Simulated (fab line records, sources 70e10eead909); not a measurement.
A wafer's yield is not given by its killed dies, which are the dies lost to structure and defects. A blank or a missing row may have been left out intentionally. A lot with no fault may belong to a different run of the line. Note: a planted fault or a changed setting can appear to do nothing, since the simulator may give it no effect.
fab line records | flow nandHarc
record: lots: 7 | wafers: 19 | lastDay: 32
route steps=1302 shown A_ONON_D1@432 END@1302
lots that met no fault: from a run of the same line without faults
startH: hours from the record's opening day to when the first of the lot's shown wafers began | waitH: hours from the lot's prior step to this one | " same as the row above | L1.1+2: a row that stands for several wafers | - value missing, or start not given | * or withheld: withheld | < > ~ a bound
route shown NAME@n: names a module that has steps shown in the file, with the first one's number in the route | usual: mean and standard deviation over wafers with no fault | same: alike in all rows | chamber/n: place in a boat | sites: readings site by site | _std_site: their standard deviation | _edge_site: the outer-site mean with the inner-site mean subtracted | radiusMm: how far each site lies from the wafer's centre | mask NAME#n: copy n | behind: the most recent tool/chamber to have shaped the wafer | hold: reason for holding the lot/hours on hold/outcome of the hold | device: which transistor (n, p or np) failed to switch | end of line: tests run on the same wafers once the route is complete | where a step has no rows: the recipe by itself | killed: the dies lost at the first sort to structure and to defects; this is not the yield of the wafer | map: a wafer's dies, x killed, . not, _ none there
set.NAME: the setting that was run; set.NAME@STEP: the one run at that earlier step | model.NAME: the simulator's own value behind a step, which no gauge read
a table for each step, a row for each wafer; lots at some steps of the route
services: from which hour (startH, from the record's first day; less than 0 if before it) a tool's chamber was out of use, for how many hours, and why
== steps ==
step: NHARC_A_ONON_D1_DEP_12
recipe: targetThkA: 10000 | n2FlowSccm: 2750 | n2oFlowSccm: 2000 | nh3FlowSccm: 500 | sih4FlowSccm: 210 | tempC: 400
step: NHARC_A_ONON_D1_THK_MEAS_14
recipe: thkMeasGauge: ellipsometry
usual: thkNm: 1002/12
lot.wafer | tool         | chamber | startH | waitH | thkNm
L501.2    | filmMetro-02 | -       | 163.33 | -     | 991
L501.3    | "            | -       | "      | "     | 991
L501.4    | "            | -       | "      | "     | 991
L505.2    | filmMetro-01 | -       | 200.21 | -     | 1013
L505.5    | "            | -       | "      | "     | 1014
L505.6    | "            | -       | "      | "     | 1013
L509.1    | filmMetro-02 | -       | 251.09 | -     | 1005
L509.3    | "            | -       | "      | "     | 1006
L509.6    | "            | -       | "      | "     | 1006
L511.2    | filmMetro-02 | -       | 274.19 | -     | 1001
L511.4    | "            | -       | "      | "     | 1000
L512.2    | filmMetro-02 | -       | 281.71 | -     | 987
L512.6    | "            | -       | "      | "     | 987
L522.1    | filmMetro-02 | -       | 370.47 | -     | 986
L522.3    | "            | -       | "      | "     | 986
L522.6    | "            | -       | "      | "     | 985
L523.1    | filmMetro-01 | -       | 379.12 | -     | 987
L523.5    | "            | -       | "      | "     | 988
L523.6    | "            | -       | "      | "     | 989
step: NHARC_A_ONON_D1_ANNEAL_15
recipe: tempC: 750 | timeS: 3600
step: NHARC_A_ONON_D1_DEP_16
recipe: targetThkA: 10000 | n2FlowSccm: 2750 | n2oFlowSccm: 2000 | nh3FlowSccm: 500 | sih4FlowSccm: 210 | tempC: 400
step: NHARC_A_ONON_D1_THK_MEAS_18
recipe: thkMeasGauge: ellipsometry
usual: thkNm: 999/7.9
lot.wafer | tool         | chamber | startH | waitH | thkNm
L501.2    | filmMetro-02 | -       | 176.04 | -     | 993
L501.3    | "            | -       | "      | "     | 996
L501.4    | "            | -       | "      | "     | 995
L505.2    | filmMetro-01 | -       | 207.99 | -     | 1017
L505.5    | "            | -       | "      | "     | 1016
L505.6    | "            | -       | "      | "     | 1017
L509.1    | filmMetro-01 | -       | 258.90 | -     | 1003
L509.3    | "            | -       | "      | "     | 1003
L509.6    | "            | -       | "      | "     | 1003
L511.2    | filmMetro-02 | -       | 282.65 | -     | 999
L511.4    | "            | -       | "      | "     | 999
L512.2    | filmMetro-01 | -       | 289.73 | -     | 988
L512.6    | "            | -       | "      | "     | 988
L522.1    | filmMetro-01 | -       | 379.70 | -     | 995
L522.3    | "            | -       | "      | "     | 994
L522.6    | "            | -       | "      | "     | 997
L523.1    | filmMetro-01 | -       | 386.96 | -     | 989
L523.5    | "            | -       | "      | "     | 990
L523.6    | "            | -       | "      | "     | 988
step: NHARC_A_ONON_D1_DEP_19
recipe: targetThkA: 10000 | n2FlowSccm: 2750 | n2oFlowSccm: 2000 | nh3FlowSccm: 500 | sih4FlowSccm: 210 | tempC: 400
step: NHARC_A_ONON_D1_THK_MEAS_21
recipe: thkMeasGauge: ellipsometry
usual: thkNm: 999/9
lot.wafer | tool         | chamber | startH | waitH | thkNm
L501.2    | filmMetro-02 | -       | 176.74 | -     | 1006
L501.3    | "            | -       | "      | "     | 1004
L501.4    | "            | -       | "      | "     | 1002
L505.2    | filmMetro-02 | -       | 208.55 | -     | 998
L505.5    | "            | -       | "      | "     | 998
L505.6    | "            | -       | "      | "     | 998
L509.1    | filmMetro-01 | -       | 259.46 | -     | 1002
L509.3    | "            | -       | "      | "     | 1003
L509.6    | "            | -       | "      | "     | 1000
L511.2    | filmMetro-01 | -       | 283.21 | -     | 994
L511.4    | "            | -       | "      | "     | 995
L512.2    | filmMetro-01 | -       | 290.30 | -     | 1009
L512.6    | "            | -       | "      | "     | 1011
L522.1    | filmMetro-01 | -       | 380.27 | -     | 997
L522.3    | "            | -       | "      | "     | 997
L522.6    | "            | -       | "      | "     | 995
L523.1    | filmMetro-01 | -       | 387.52 | -     | 997
L523.5    | "            | -       | "      | "     | 999
L523.6    | "            | -       | "      | "     | 998
step: NHARC_A_ONON_D1_DEP_22
recipe: targetThkA: 10000 | n2FlowSccm: 2750 | n2oFlowSccm: 2000 | nh3FlowSccm: 500 | sih4FlowSccm: 210 | tempC: 400
step: NHARC_A_ONON_D1_THK_MEAS_24
recipe: thkMeasGauge: ellipsometry
usual: thkNm: 1003/8.9
lot.wafer | tool         | chamber | startH | waitH | thkNm
L501.2    | filmMetro-01 | -       | 177.30 | -     | 993
L501.3    | "            | -       | "      | "     | 994
L501.4    | "            | -       | "      | "     | 994
L505.2    | filmMetro-01 | -       | 209.12 | -     | 998
L505.5    | "            | -       | "      | "     | 998
L505.6    | "            | -       | "      | "     | 998
L509.1    | filmMetro-02 | -       | 260.03 | -     | 992
L509.3    | "            | -       | "      | "     | 991
L509.6    | "            | -       | "      | "     | 991
L511.2    | filmMetro-02 | -       | 283.78 | -     | 1018
L511.4    | "            | -       | "      | "     | 1014
L512.2    | filmMetro-01 | -       | 290.87 | -     | 1005
L512.6    | "            | -       | "      | "     | 1007
L522.1    | filmMetro-01 | -       | 380.83 | -     | 1007
L522.3    | "            | -       | "      | "     | 1007
L522.6    | "            | -       | "      | "     | 1007
L523.1    | filmMetro-01 | -       | 388.08 | -     | 1010
L523.5    | "            | -       | "      | "     | 1008
L523.6    | "            | -       | "      | "     | 1009
step: NHARC_A_ONON_D1_DEP_25
recipe: targetThkA: 10000 | n2FlowSccm: 2750 | n2oFlowSccm: 2000 | nh3FlowSccm: 500 | sih4FlowSccm: 210 | tempC: 400
step: NHARC_A_ONON_D1_THK_MEAS_27
recipe: thkMeasGauge: ellipsometry
usual: thkNm: 1002/11
lot.wafer | tool         | chamber | startH | waitH | thkNm
L501.2    | filmMetro-01 | -       | 177.87 | -     | 996
L501.3    | "            | -       | "      | "     | 997
L501.4    | "            | -       | "      | "     | 995
L505.2    | filmMetro-01 | -       | 209.69 | -     | 1017
L505.5    | "            | -       | "      | "     | 1018
L505.6    | "            | -       | "      | "     | 1017
L509.1    | filmMetro-02 | -       | 260.60 | -     | 1012
L509.3    | "            | -       | "      | "     | 1012
L509.6    | "            | -       | "      | "     | 1010
L511.2    | filmMetro-01 | -       | 284.35 | -     | 1010
L511.4    | "            | -       | "      | "     | 1013
L512.2    | filmMetro-01 | -       | 291.43 | -     | 1001
L512.6    | "            | -       | "      | "     | 1004
L522.1    | filmMetro-01 | -       | 381.40 | -     | 1010
L522.3    | "            | -       | "      | "     | 1008
L522.6    | "            | -       | "      | "     | 1009
L523.1    | filmMetro-02 | -       | 388.67 | -     | 1000
L523.5    | "            | -       | "      | "     | 999
L523.6    | "            | -       | "      | "     | 999
step: NHARC_A_ONON_D1_DEP_28
recipe: targetThkA: 10000 | n2FlowSccm: 2750 | n2oFlowSccm: 2000 | nh3FlowSccm: 500 | sih4FlowSccm: 210 | tempC: 400
usual: susceptorTempC: 400.05/0.23
lot.wafer | tool         | chamber | startH | waitH | susceptorTempC
L501.2    | pecvdOnon-01 | 0       | 177.98 | 0.1   | 400.39
L501.3    | "            | 0       | "      | "     | 399.87
L501.4    | "            | 0       | "      | "     | 400.35
L505.2    | pecvdOnon-02 | 0       | 209.81 | 0.1   | 399.55
L505.5    | "            | 0       | "      | "     | 400.23
L505.6    | "            | 0       | "      | "     | 399.55
L509.1    | pecvdOnon-02 | 0       | 260.65 | 0.1   | 399.95
L509.3    | "            | 0       | "      | "     | 400.09
L509.6    | "            | 0       | "      | "     | 400.26
L511.2    | pecvdOnon-02 | 0       | 284.46 | 0.1   | 400.13
L511.4    | "            | 0       | "      | "     | 400.28
L512.2    | pecvdOnon-02 | 0       | 291.54 | 0.1   | 400.46
L512.6    | "            | 0       | "      | "     | 400.32
L522.1    | pecvdOnon-01 | 0       | 381.46 | 0.1   | 400.33
L522.3    | "            | 0       | "      | "     | 400.08
L522.6    | "            | 0       | "      | "     | 399.68
L523.1    | pecvdOnon-01 | 0       | 388.72 | 0.1   | 399.70
L523.5    | "            | 0       | "      | "     | 400.08
L523.6    | "            | 0       | "      | "     | 400.33
step: NHARC_A_ONON_D1_THK_MEAS_30
recipe: thkMeasGauge: ellipsometry
usual: thkNm: 998/9.9
lot.wafer | tool         | chamber | startH | waitH | thkNm
L501.2    | filmMetro-02 | -       | 178.44 | -     | 996
L501.3    | "            | -       | "      | "     | 996
L501.4    | "            | -       | "      | "     | 995
L505.2    | filmMetro-01 | -       | 210.26 | -     | 973
L505.5    | "            | -       | "      | "     | 973
L505.6    | "            | -       | "      | "     | 972
L509.1    | filmMetro-02 | -       | 261.16 | -     | 1004
L509.3    | "            | -       | "      | "     | 1004
L509.6    | "            | -       | "      | "     | 1517
L511.2    | filmMetro-02 | -       | 284.91 | -     | 992
L511.4    | "            | -       | "      | "     | 1506
L512.2    | filmMetro-02 | -       | 291.99 | -     | 1018
L512.6    | "            | -       | "      | "     | 1531
L522.1    | filmMetro-01 | -       | 381.96 | -     | 1001
L522.3    | "            | -       | "      | "     | 1000
L522.6    | "            | -       | "      | "     | 1002
L523.1    | filmMetro-01 | -       | 389.24 | -     | 1003
L523.5    | "            | -       | "      | "     | 1003
L523.6    | "            | -       | "      | "     | 1003
step: NHARC_A_ONON_D1_DEP_33
recipe: targetThkA: 2000 | tempC: 400 | pressureTorr: 6.5 | rfW: 900 | teosFlowSccm: 161.4 | flowSccm: 2650 | targetThkNm: 200 | gas: O2 | material: SiO2
usual: heaterPowerW: 585/98 | rfFwdPowerW: 897.7/2.8 | susceptorTempC: 400.01/0.23 | throttleValvePct: 16.0/0.5
lot.wafer | tool     | chamber | startH | waitH | heaterPowerW | rfFwdPowerW | susceptorTempC | throttleValvePct
L501.2    | pecvd-01 | 2       | 178.72 | 0.3   | 468          | 895.7       | 400.02         | 15.7
L501.3    | "        | 0       | "      | "     | 663          | 897.7       | 399.58         | 15.8
L501.4    | "        | 2       | "      | "     | 467          | 899.2       | 399.84         | 16.1
L505.2    | pecvd-01 | 1       | 210.41 | 0.1   | 490          | 898.8       | 400.37         | 16.7
L505.5    | "        | 2       | "      | "     | 447          | 902.1       | 399.99         | 16.3
L505.6    | "        | 1       | "      | "     | 506          | 904.3       | 400.23         | 17.0
L509.3    | pecvd-02 | 2       | 261.22 | 0.1   | 616          | 897.0       | 399.89         | 15.2
L509.1    | "        | 1       | "      | "     | 454          | 897.1       | 399.91         | 15.7
L509.6    | "        | 1       | "      | "     | 489          | 897.9       | 399.67         | 15.5
L511.2    | pecvd-02 | 1       | 284.97 | 0.1   | 521          | 897.4       | 400.12         | 15.6
L511.4    | "        | 2       | "      | "     | 611          | 895.7       | 400.02         | 15.3
L512.2    | pecvd-03 | 0       | 292.14 | 0.1   | 747          | 900.8       | 400.23         | 16.9
L512.6    | "        | 0       | "      | "     | 771          | 898.5       | 399.91         | 17.0
L522.1    | pecvd-02 | 2       | 382.07 | 0.1   | 611          | 899.5       | 400.14         | 15.7
L522.3    | "        | 0       | "      | "     | 531          | 900.2       | 400.15         | 16.0
L522.6    | "        | 1       | "      | "     | 525          | 899.2       | 399.77         | 16.1
L523.1    | pecvd-03 | 2       | 389.36 | 0.1   | 536          | 896.3       | 400.05         | 16.7
L523.6    | "        | 2       | "      | "     | 520          | 898.8       | 400.04         | 16.5
L523.5    | "        | 0       | "      | "     | 803          | 899.9       | 399.66         | 16.4
step: NHARC_END_SORT_01
recipe: tempC: 25
usual: killedAtArray: 55/19 | killedAtOther: 0.8/1.1 | killedAtPeriphery: 4.0/2.6 | killedDies: 60/20 | killedOpen: 3.4/1.7 | killedShort: 2.6/1.5
same: grossDies: 677
lot.wafer | tool      | chamber | startH | waitH | killedAtArray | killedAtOther | killedAtPeriphery | killedDies | killedOpen | killedShort
L509.1    | prober-01 | 0       | 652.88 | 2.5   | 33            | 0             | 10                | 43         | 3          | 2
L509.3    | prober-01 | 0       | 654.47 | 3.1   | 38            | 0             | 3                 | 41         | 3          | 2
L509.6    | prober-01 | 0       | 656.86 | 4.0   | 675           | 0             | 2                 | 677        | 1          | 3
L511.4    | prober-02 | 0       | 677.05 | 3.5   | 676           | 0             | 1                 | 677        | 1          | 2
L512.2    | prober-02 | 0       | 683.28 | 2.8   | 43            | 1             | 4                 | 48         | 4          | 2
L512.6    | prober-02 | 0       | 686.43 | 3.9   | 674           | 1             | 2                 | 677        | 4          | 4
killed by level:class
L509.1 A_CHANNEL_HOLE_D2:chamberFilmFlake=12 A_CHANNEL_HOLE_D1:chamberFilmFlake=7 P_ZERO_WELL:chamberFilmFlake=6 P_M1:chamberFilmFlake=3 A_DECK1_JOINT:chamberFilmFlake=2 A_SLIT:chamberFilmFlake=2 A_WL_FILL:chamberFilmFlake=2 A_CONTACT:chamberFilmFlake=2
L509.3 A_CHANNEL_HOLE_D2:chamberFilmFlake=18 A_CHANNEL_HOLE_D1:chamberFilmFlake=7 A_SLIT:chamberFilmFlake=4 A_CONTACT:chamberFilmFlake=4 P_ZERO_WELL:chamberFilmFlake=2 P_CONTACT:geometricParticle:short=1 A_ONON_D1:geometricParticle:open=1 A_CHANNEL_FILL_D1:geometricParticle:open=1
L509.6 A_ONON_D1:areaDep=634 A_CHANNEL_HOLE_D2:chamberFilmFlake=18 A_CHANNEL_HOLE_D1:chamberFilmFlake=10 A_WL_FILL:chamberFilmFlake=6 A_CONTACT:chamberFilmFlake=2 A_SGD_CUT:geometricParticle:short=1 A_WL_FILL:geometricParticle:short=1 A_CONTACT:geometricParticle:short=1
L511.4 A_ONON_D1:areaDep=630 A_CHANNEL_HOLE_D1:chamberFilmFlake=26 A_STAIRCASE:chamberFilmFlake=8 A_SGD_CUT:chamberFilmFlake=2 A_CHANNEL_HOLE_D2:chamberFilmFlake=2 A_SLIT:chamberFilmFlake=2 A_CHANNEL_FILL_D1:geometricParticle:short=1 A_ONON_D2:geometricParticle:short=1
L512.2 A_CHANNEL_HOLE_D2:chamberFilmFlake=18 A_STAIRCASE:chamberFilmFlake=7 A_CONTACT:chamberFilmFlake=6 A_CHANNEL_HOLE_D1:chamberFilmFlake=4 A_M1:chamberFilmFlake=2 P_GATE:geometricParticle:open=1 P_CONTACT:geometricParticle:short=1 P_CONTACT:geometricParticle:open=1
L512.6 A_ONON_D1:areaDep=634 A_CHANNEL_HOLE_D2:chamberFilmFlake=18 A_CONTACT:chamberFilmFlake=6 A_M1:chamberFilmFlake=3 A_CHANNEL_HOLE_D1:chamberFilmFlake=2 A_STAIRCASE:chamberFilmFlake=2 A_SLIT:chamberFilmFlake=2 P_GATE:geometricParticle:open=1
map L509.6 (x killed, . not)
____________x____________
_________xxxxxxx_________
_______xxxxxxxxxxx_______
______xxxxxxxxxxxxx______
_____xxxxxxxxxxxxxxx_____
____xxxxxxxxxxxxxxxxx____
____xxxxxxxxxxxxxxxxx____
___xxxxxxxxxxxxxxxxxxx___
___xxxxxxxxxxxxxxxxxxx___
__xxxxxxxxxxxxxxxxxxxxx__
__xxxxxxxxxxxxxxxxxxxxx__
_xxxxxxxxxxxxxxxxxxxxxxx_
_xxxxxxxxxxxxxxxxxxxxxxx_
_xxxxxxxxxxxxxxxxxxxxxxx_
_xxxxxxxxxxxxxxxxxxxxxxx_
_xxxxxxxxxxxxxxxxxxxxxxx_
xxxxxxxxxxxxxxxxxxxxxxxxx
xxxxxxxxxxxxxxxxxxxxxxxxx
xxxxxxxxxxxxxxxxxxxxxxxxx
xxxxxxxxxxxxxxxxxxxxxxxxx
xxxxxxxxxxxxxxxxxxxxxxxxx
_xxxxxxxxxxxxxxxxxxxxxxx_
_xxxxxxxxxxxxxxxxxxxxxxx_
_xxxxxxxxxxxxxxxxxxxxxxx_
_xxxxxxxxxxxxxxxxxxxxxxx_
_xxxxxxxxxxxxxxxxxxxxxxx_
__xxxxxxxxxxxxxxxxxxxxx__
__xxxxxxxxxxxxxxxxxxxxx__
___xxxxxxxxxxxxxxxxxxx___
___xxxxxxxxxxxxxxxxxxx___
____xxxxxxxxxxxxxxxxx____
____xxxxxxxxxxxxxxxxx____
_____xxxxxxxxxxxxxxx_____
______xxxxxxxxxxxxx______
_______xxxxxxxxxxx_______
_________xxxxxxx_________
____________x____________
map L511.4 (x killed, . not)
____________x____________
_________xxxxxxx_________
_______xxxxxxxxxxx_______
______xxxxxxxxxxxxx______
_____xxxxxxxxxxxxxxx_____
____xxxxxxxxxxxxxxxxx____
____xxxxxxxxxxxxxxxxx____
___xxxxxxxxxxxxxxxxxxx___
___xxxxxxxxxxxxxxxxxxx___
__xxxxxxxxxxxxxxxxxxxxx__
__xxxxxxxxxxxxxxxxxxxxx__
_xxxxxxxxxxxxxxxxxxxxxxx_
_xxxxxxxxxxxxxxxxxxxxxxx_
_xxxxxxxxxxxxxxxxxxxxxxx_
_xxxxxxxxxxxxxxxxxxxxxxx_
_xxxxxxxxxxxxxxxxxxxxxxx_
xxxxxxxxxxxxxxxxxxxxxxxxx
xxxxxxxxxxxxxxxxxxxxxxxxx
xxxxxxxxxxxxxxxxxxxxxxxxx
xxxxxxxxxxxxxxxxxxxxxxxxx
xxxxxxxxxxxxxxxxxxxxxxxxx
_xxxxxxxxxxxxxxxxxxxxxxx_
_xxxxxxxxxxxxxxxxxxxxxxx_
_xxxxxxxxxxxxxxxxxxxxxxx_
_xxxxxxxxxxxxxxxxxxxxxxx_
_xxxxxxxxxxxxxxxxxxxxxxx_
__xxxxxxxxxxxxxxxxxxxxx__
__xxxxxxxxxxxxxxxxxxxxx__
___xxxxxxxxxxxxxxxxxxx___
___xxxxxxxxxxxxxxxxxxx___
____xxxxxxxxxxxxxxxxx____
____xxxxxxxxxxxxxxxxx____
_____xxxxxxxxxxxxxxx_____
______xxxxxxxxxxxxx______
_______xxxxxxxxxxx_______
_________xxxxxxx_________
____________x____________
== services ==
tool         | chamber | startH | hours | kind
pecvdOnon-01 | -       | 167.42 | 1.8   | repair
pecvdOnon-02 | -       | 185.00 | 13.0  | pm
pecvd-03     | -       | 185.43 | 13.0  | pm
pecvd-03     | -       | 209.55 | 0.5   | repair
pecvd-02     | 2       | 215.22 | 21.4  | repair
pecvd-02     | -       | 226.98 | 1.6   | repair
pecvd-02     | -       | 228.62 | 13.0  | pm
pecvd-02     | 0       | 228.62 | 13.0  | ventCycle
pecvd-02     | 1       | 228.62 | 13.0  | ventCycle
pecvd-02     | 0       | 241.62 | -     | clean
pecvd-02     | 1       | 241.62 | -     | clean
pecvd-02     | 2       | 241.62 | -     | clean
pecvdOnon-01 | -       | 269.13 | 13.0  | pm
pecvd-02     | 1       | 292.36 | 3.5   | repair
pecvd-01     | 2       | 308.65 | 4.2   | repair
pecvd-01     | -       | 311.45 | 13.0  | pm
pecvd-01     | 0       | 311.45 | 13.0  | ventCycle
pecvd-01     | 1       | 311.45 | 13.0  | ventCycle
pecvd-01     | 0       | 324.45 | -     | clean
pecvd-01     | 1       | 324.45 | -     | clean
pecvd-02     | -       | 363.02 | 1.0   | repair
pecvdOnon-02 | -       | 366.00 | 13.0  | pm
pecvd-03     | -       | 366.43 | 13.0  | pm
pecvd-01     | 2       | 385.84 | 4.8   | repair
== key ==
firstSign: step: NHARC_A_ONON_D1_THK_MEAS_30 | reading: thkNm | direction: up | sigmas: 53 | usual: 998 | struck: 1518
effect: step: NHARC_END_SORT_01 | reading: killedAtArray | direction: up | sigmas: 32 | usual: 55 | struck: 675
moreKillsBornAt: NHARC_A_ONON_D1_DEP_28@pecvdOnon-02: 1898
metAt NHARC_A_ONON_D1_DEP_28
struckWafers L509.6,L511.4,L512.6
laterRowsLeftOut L509.6,L511.4,L512.6
testerLeftOut L509,L511,L512
onsetBetween 209.81 260.65
fault: kind: processParameterDrift | tool: pecvdOnon-02 | chamber: - | onsetH: 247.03 | steps: NHARC_A_ONON_D1_DEP_28 | channel: targetThkA | offset: * | shape: step | endH: 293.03 | scope: struckWafersOnly | actsIn: * | stated: *
testerLeftOut: of these lots the tester's yield and bins aren't shown, on N5 and GAA mostly nor the transistor test; their killed dies are dies lost to structure and defects alone, not to doping, threshold or leakage, so they don't give the yield
laterRowsLeftOut: the simulator's readings of these wafers behind a module that went badly wrong aren't trusted and aren't shown, but for the sort
